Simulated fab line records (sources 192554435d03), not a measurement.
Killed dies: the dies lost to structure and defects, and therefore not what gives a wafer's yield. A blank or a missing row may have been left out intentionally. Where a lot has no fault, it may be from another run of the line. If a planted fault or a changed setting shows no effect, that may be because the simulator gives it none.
Which of the tools did it? / flow n5 finfet / 25 wafers from 9 lots sampled at 8 of the route's 1938 steps

== WHAT EACH GAUGE READ, for each wafer ==
N5_BEOL_M4_INSPECT_30: inspects for defects (brightfield).
lot=L445; measured=day 8 19:37; on=defect inspect-02; raw defect count=515 357 398
lot=L446; measured=day 8 23:30; on=defect inspect-01; raw defect count=444 449 575
lot=L447; measured=day 9 02:46; on=defect inspect-01; raw defect count=367 380 432
lot=L449; measured=day 9 09:32; on=defect inspect-01; raw defect count=453 409 391
lot=L453; measured=day 9 11:53; on=defect inspect-02; raw defect count=607 433
lot=L455; measured=day 10 23:18; on=defect inspect-01; raw defect count=456 579 528
lot=L460; measured=day 12 02:43; on=defect inspect-01; raw defect count=367 378
lot=L468; measured=day 13 14:23; on=defect inspect-01; raw defect count=412 373 350
lot=L467; measured=day 13 17:39; on=defect inspect-01; raw defect count=394 489 544

N5_BEOL_M4_OCD_MEAS_38.
lot=L445; measured=day 9 03:39; on=ocd-02; trench depth nm (nm)=53.7 55.4 55.0
lot=L446; measured=day 9 06:46; on=ocd-01; trench depth nm (nm)=55.2 55.2 56.1
lot=L447; measured=day 9 08:21; on=ocd-01; trench depth nm (nm)=55.0 54.1 54.6
lot=L449; measured=day 10 23:05; on=ocd-01; trench depth nm (nm)=53.5 56.2 54.0
lot=L453; measured=day 9 20:15; on=ocd-01; trench depth nm (nm)=53.7 53.7
lot=L455; measured=day 11 04:45; on=ocd-01; trench depth nm (nm)=57.5 57.3 56.5
lot=L460; measured=day 12 11:43; on=ocd-02; trench depth nm (nm)=53.7 28.3
lot=L468; measured=day 14 05:28; on=ocd-01; trench depth nm (nm)=54.3 55.6 54.6
lot=L467; measured=day 14 05:31; on=ocd-01; trench depth nm (nm)=55.7 57.4 56.4

N5_BEOL_M4_THK_MEAS_53: measures by xrf.
lot=L445; measured=day 9 07:28; on=film metro-02; M4_THK (nm)=38.4 39.6 40.7
lot=L446; measured=day 9 11:58; on=film metro-02; M4_THK (nm)=39.7 41.0 40.2
lot=L447; measured=day 9 13:02; on=film metro-02; M4_THK (nm)=37.4 39.0 38.2
lot=L449; measured=day 11 04:36; on=film metro-01; M4_THK (nm)=37.1 39.4 37.4
lot=L453; measured=day 10 01:05; on=film metro-02; M4_THK (nm)=36.6 38.5
lot=L455; measured=day 11 08:15; on=film metro-01; M4_THK (nm)=42.2 40.5 40.7
lot=L460; measured=day 12 15:50; on=film metro-01; M4_THK (nm)=36.9 12.8
lot=L468; measured=day 14 09:28; on=film metro-02; M4_THK (nm)=37.5 36.8 37.9
lot=L467; measured=day 14 09:42; on=film metro-01; M4_THK (nm)=41.7 40.5 40.6

N5_BEOL_M4_RS_MEAS_58: measurement is done with a four-point probe.
lot=L445; measured=day 9 07:44; on=film metro-01; M4_RS (ohm/sq)=0.69 0.66 0.64
lot=L446; measured=day 9 12:13; on=film metro-01; M4_RS (ohm/sq)=0.67 0.64 0.66
lot=L447; measured=day 9 13:18; on=film metro-01; M4_RS (ohm/sq)=0.73 0.68 0.70
lot=L449; measured=day 11 04:52; on=film metro-01; M4_RS (ohm/sq)=0.72 0.66 0.71
lot=L453; measured=day 10 01:20; on=film metro-01; M4_RS (ohm/sq)=0.74 0.70
lot=L455; measured=day 11 08:31; on=film metro-02; M4_RS (ohm/sq)=0.61 0.64 0.64
lot=L460; measured=day 12 16:05; on=film metro-01; M4_RS (ohm/sq)=0.73 3.15
lot=L468; measured=day 14 09:44; on=film metro-02; M4_RS (ohm/sq)=0.71 0.73 0.71
lot=L467; measured=day 14 09:58; on=film metro-02; M4_RS (ohm/sq)=0.63 0.65 0.65

N5_BEOL_M4_RC_MEAS_101.
lot=L445; measured=day 9 08:05; on=prober-02; DIBL_N (mV/V)=36.1 35.4 35.2; DIBL_P (mV/V)=37.1 37.2 35.8; IOFF_N (nA/um)=0.174 0.150 0.148; IOFF_P (nA/um)=0.20 0.19 0.17; ION_N (uA/um)=701 673 678; ION_P (uA/um)=470 460 464; SS_N (mV/dec)=71.1 70.9 71.2; SS_P (mV/dec)=73.9 73.9 73.1; VT_N (mV)=248 252 251; VT_P (mV)=-252.5 -249.9 -251.1
lot=L446; measured=day 9 12:35; on=prober-02; DIBL_N (mV/V)=34.3 35.7 33.8; DIBL_P (mV/V)=32.1 34.3 31.4; IOFF_N (nA/um)=0.130 0.156 0.123; IOFF_P (nA/um)=0.17 0.20 0.16; ION_N (uA/um)=663 696 671; ION_P (uA/um)=456 474 462; SS_N (mV/dec)=71.3 71.2 71.0; SS_P (mV/dec)=73.1 72.7 72.7; VT_N (mV)=250 248 254; VT_P (mV)=-252.0 -251.6 -250.1
lot=L447; measured=day 9 13:21; on=prober-01; DIBL_N (mV/V)=33.6 34.8 35.2; DIBL_P (mV/V)=31.9 34.4 33.7; IOFF_N (nA/um)=0.105 0.125 0.122; IOFF_P (nA/um)=0.15 0.18 0.17; ION_N (uA/um)=636 660 650; ION_P (uA/um)=438 452 452; SS_N (mV/dec)=70.7 70.5 70.6; SS_P (mV/dec)=72.2 73.2 72.0; VT_N (mV)=258 251 254; VT_P (mV)=-257.1 -251.7 -253.8
lot=L449; measured=day 11 04:55; on=prober-01; DIBL_N (mV/V)=33.9 31.4 32.5; DIBL_P (mV/V)=34.3 32.1 33.4; IOFF_N (nA/um)=0.132 0.109 0.121; IOFF_P (nA/um)=0.17 0.15 0.16; ION_N (uA/um)=655 667 668; ION_P (uA/um)=446 453 458; SS_N (mV/dec)=70.6 70.2 70.2; SS_P (mV/dec)=72.2 71.5 72.0; VT_N (mV)=255 253 252; VT_P (mV)=-254.2 -253.2 -253.3
lot=L453; measured=day 10 01:51; on=prober-02; DIBL_N (mV/V)=35.9 35.4; DIBL_P (mV/V)=36.2 35.7; IOFF_N (nA/um)=0.157 0.155; IOFF_P (nA/um)=0.23 0.22; ION_N (uA/um)=663 680; ION_P (uA/um)=458 465; SS_N (mV/dec)=71.7 71.7; SS_P (mV/dec)=73.0 72.7; VT_N (mV)=250 249; VT_P (mV)=-249.4 -250.6
lot=L455; measured=day 11 09:05; on=prober-01; DIBL_N (mV/V)=34.4 31.1 35.0; DIBL_P (mV/V)=36.7 31.3 36.3; IOFF_N (nA/um)=0.149 0.094 0.163; IOFF_P (nA/um)=0.25 0.16 0.24; ION_N (uA/um)=679 650 687; ION_P (uA/um)=471 460 472; SS_N (mV/dec)=71.1 71.0 71.4; SS_P (mV/dec)=74.1 71.8 73.4; VT_N (mV)=249 257 248; VT_P (mV)=-246.7 -249.5 -247.2
lot=L460; measured=day 12 16:27; on=prober-01; DIBL_N (mV/V)=33.8; DIBL_P (mV/V)=31.8; IOFF_N (nA/um)=0.117; IOFF_P (nA/um)=0.17; ION_N (uA/um)=660; ION_P (uA/um)=452; SS_N (mV/dec)=71.2; SS_P (mV/dec)=72.4; VT_N (mV)=252; VT_P (mV)=-252.6
lot=L468; measured=day 14 09:56; on=prober-02; DIBL_N (mV/V)=37.7 35.9 36.3; DIBL_P (mV/V)=37.6 35.5 36.0; IOFF_N (nA/um)=0.200 0.155 0.166; IOFF_P (nA/um)=0.22 0.19 0.20; ION_N (uA/um)=701 679 681; ION_P (uA/um)=468 458 456; SS_N (mV/dec)=71.8 71.2 71.3; SS_P (mV/dec)=74.1 73.3 73.6; VT_N (mV)=246 249 245; VT_P (mV)=-253.1 -251.3 -250.3
lot=L467; measured=day 14 10:01; on=prober-01; DIBL_N (mV/V)=37.0 36.2 34.6; DIBL_P (mV/V)=37.4 35.8 33.7; IOFF_N (nA/um)=0.156 0.144 0.120; IOFF_P (nA/um)=0.22 0.18 0.16; ION_N (uA/um)=677 680 668; ION_P (uA/um)=472 464 462; SS_N (mV/dec)=71.3 71.2 69.9; SS_P (mV/dec)=73.3 72.3 72.6; VT_N (mV)=250 251 254; VT_P (mV)=-251.2 -253.6 -252.9

== TOOL THAT RAN EACH LOT (tool first, then ch and the chambers of the sampled wafers, then the start) ==
lot=L445; N5_BEOL_M4_TRENCH_ETCH_37=rie diel-01 ch 1,3, day 9 03:29; N5_BEOL_M4_DEGAS_44=pvd sputter-01, day 9 04:02; N5_BEOL_M4_ALD_84=ald metal-02 ch 0,1,2, day 9 04:08
lot=L446; N5_BEOL_M4_TRENCH_ETCH_37=rie diel-01 ch 0,1,3, day 9 06:37; N5_BEOL_M4_DEGAS_44=pvd sputter-02, day 9 07:26; N5_BEOL_M4_ALD_84=ald metal-03 ch 1,2, day 9 07:33
lot=L447; N5_BEOL_M4_TRENCH_ETCH_37=rie diel-01 ch 1,2,3, day 9 08:12; N5_BEOL_M4_DEGAS_44=pvd sputter-03, day 9 09:01; N5_BEOL_M4_ALD_84=ald metal-02 ch 0,1, day 9 09:07
lot=L449; N5_BEOL_M4_TRENCH_ETCH_37=rie diel-06 ch 1,3, day 10 22:56; N5_BEOL_M4_DEGAS_44=pvd sputter-01, day 10 23:42; N5_BEOL_M4_ALD_84=ald metal-01 ch 0,1, day 11 00:02
lot=L453; N5_BEOL_M4_TRENCH_ETCH_37=rie diel-01 ch 2, day 9 20:05; N5_BEOL_M4_DEGAS_44=pvd sputter-01, day 9 20:28; N5_BEOL_M4_ALD_84=ald metal-02 ch 0,1, day 9 20:43
lot=L455; N5_BEOL_M4_TRENCH_ETCH_37=rie diel-06 ch 1,2, day 11 04:35; N5_BEOL_M4_DEGAS_44=pvd sputter-01, day 11 04:57; N5_BEOL_M4_ALD_84=ald metal-02 ch 0,1, day 11 05:03
lot=L460; N5_BEOL_M4_TRENCH_ETCH_37=rie diel-01 ch 2,3, day 12 11:34; N5_BEOL_M4_DEGAS_44=pvd sputter-01, day 12 12:21; N5_BEOL_M4_ALD_84=ald metal-03 ch 1,2, day 12 12:27
lot=L468; N5_BEOL_M4_TRENCH_ETCH_37=rie diel-03 ch 0,1,3, day 14 05:18; N5_BEOL_M4_DEGAS_44=pvd sputter-01, day 14 06:11; N5_BEOL_M4_ALD_84=ald metal-02 ch 0,1, day 14 06:19
lot=L467; N5_BEOL_M4_TRENCH_ETCH_37=rie diel-06 ch 1,2,3, day 14 05:22; N5_BEOL_M4_DEGAS_44=pvd sputter-01, day 14 06:16; N5_BEOL_M4_ALD_84=ald metal-01 ch 0,2,3, day 14 06:22
- N5_BEOL_M4_TRENCH_ETCH_37: etches SiOC in C4F6/O2, target depth 55.555 nm, time 29.2 s.
- N5_BEOL_M4_DEGAS_44: time 60 s.
- N5_BEOL_M4_ALD_84: deposits TaN, pulse time 2 s, purge time 3 s, co reactant purge time 2 s.

== WHAT THE TOOLS THEMSELVES READ (means of the sampled wafers that have a number; where no wafer has one, the mark that the record gives instead) ==
N5_BEOL_M4_TRENCH_ETCH_37.
lot=L445; tool=rie diel-01; drypump motor current A (A)=6.2; oes product au (a.u.)=0.86; rf vpp V (V)=655; showerhead plenum p Torr (Torr)=2.78; throttle valve pct (%)=20.53
lot=L446; tool=rie diel-01; drypump motor current A (A)=5.8; oes product au (a.u.)=0.81; rf vpp V (V)=658; showerhead plenum p Torr (Torr)=2.80; throttle valve pct (%)=20.82
lot=L447; tool=rie diel-01; drypump motor current A (A)=6.1; oes product au (a.u.)=0.87; rf vpp V (V)=657; showerhead plenum p Torr (Torr)=2.78; throttle valve pct (%)=20.68
lot=L449; tool=rie diel-06; drypump motor current A (A)=5.9; oes product au (a.u.)=0.66; rf vpp V (V)=667; showerhead plenum p Torr (Torr)=2.80; throttle valve pct (%)=21.13
lot=L453; tool=rie diel-01; drypump motor current A (A)=5.8; oes product au (a.u.)=0.86; rf vpp V (V)=666; showerhead plenum p Torr (Torr)=2.78; throttle valve pct (%)=20.89
lot=L455; tool=rie diel-06; drypump motor current A (A)=5.2; oes product au (a.u.)=0.81; rf vpp V (V)=684; showerhead plenum p Torr (Torr)=2.85; throttle valve pct (%)=21.01
lot=L460; tool=rie diel-01; drypump motor current A (A)=5.9; oes product au (a.u.)=0.69; rf vpp V (V)=660; showerhead plenum p Torr (Torr)=2.76; throttle valve pct (%)=20.68
lot=L468; tool=rie diel-03; drypump motor current A (A)=5.6; oes product au (a.u.)=0.76; rf vpp V (V)=661; showerhead plenum p Torr (Torr)=2.81; throttle valve pct (%)=20.79
lot=L467; tool=rie diel-06; drypump motor current A (A)=5.5; oes product au (a.u.)=0.89; rf vpp V (V)=674; showerhead plenum p Torr (Torr)=2.81; throttle valve pct (%)=20.86

N5_BEOL_M4_DEGAS_44.
lot=L445; tool=pvd sputter-01; heater power w (W)=365
lot=L446; tool=pvd sputter-02; heater power w (W)=313
lot=L447; tool=pvd sputter-03; heater power w (W)=356
lot=L449; tool=pvd sputter-01; heater power w (W)=336
lot=L453; tool=pvd sputter-01; heater power w (W)=318
lot=L455; tool=pvd sputter-01; heater power w (W)=313
lot=L460; tool=pvd sputter-01; heater power w (W)=318
lot=L468; tool=pvd sputter-01; heater power w (W)=321
lot=L467; tool=pvd sputter-01; heater power w (W)=295

N5_BEOL_M4_ALD_84.
lot=L445; tool=ald metal-02; heater power outer w (W)=229; heater power w (W)=414; mfc carrier sccm (sccm)=1501
lot=L446; tool=ald metal-03; heater power outer w (W)=277; heater power w (W)=482; mfc carrier sccm (sccm)=1501
lot=L447; tool=ald metal-02; heater power outer w (W)=224; heater power w (W)=395; mfc carrier sccm (sccm)=1498
lot=L449; tool=ald metal-01; heater power outer w (W)=226; heater power w (W)=414; mfc carrier sccm (sccm)=1499
lot=L453; tool=ald metal-02; heater power outer w (W)=222; heater power w (W)=398; mfc carrier sccm (sccm)=1498
lot=L455; tool=ald metal-02; heater power outer w (W)=224; heater power w (W)=398; mfc carrier sccm (sccm)=1498
lot=L460; tool=ald metal-03; heater power outer w (W)=275; heater power w (W)=476; mfc carrier sccm (sccm)=1496
lot=L468; tool=ald metal-02; heater power outer w (W)=227; heater power w (W)=413; mfc carrier sccm (sccm)=1497
lot=L467; tool=ald metal-01; heater power outer w (W)=220; heater power w (W)=400; mfc carrier sccm (sccm)=1495

== THE ANSWER, worked out from the rows above alone ==
Rule: the usual values come from the lots themselves. The widest of any qualifying gaps counts: lots, ordered by their means at a reading, are off when they make up no more than a third of the lots, leave a main group of 4 or more, and stand apart from it by 3 or more times the standard deviation of that group's means. A main group is skipped when, at the precision printed for the reading in the tables above, its means are all equal. Also off: a lot with no number at a reading for which 4 or more lots have one. Any other lot the step has rows for is counted as sound. First the gauges in route order, then the tools' own readings, where a lot's mean is used as printed above. At the first step where some lot is off, the reading lying furthest off is the one used; lots without a number count as furthest.
Off: L460, at N5_BEOL_M4_OCD_MEAS_38 (trench depth nm). Mean 55.2 nm and standard deviation 1.1 in the main group.
If a tool, at a process step before that reading, ran all the lots that are off and no sound lot after the first of them, it fits. The gauges at N5_BEOL_M4_OCD_MEAS_38 aren't tried: what is off there is off at N5_BEOL_M4_THK_MEAS_53 too, on other tools, and a gauge's error can't cause that. One candidate fits, namely rie diel-01 at N5_BEOL_M4_TRENCH_ETCH_37. Its last sound lot is L453 (day 9 20:05), its first lot that is off L460 (day 12 11:34): a fault that began between those two fits.

== WHAT WAS PUT IN BY THE SIMULATOR ==
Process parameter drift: rie diel-01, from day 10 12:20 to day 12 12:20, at N5_BEOL_M4_TRENCH_ETCH_37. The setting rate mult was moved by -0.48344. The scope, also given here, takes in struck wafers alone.
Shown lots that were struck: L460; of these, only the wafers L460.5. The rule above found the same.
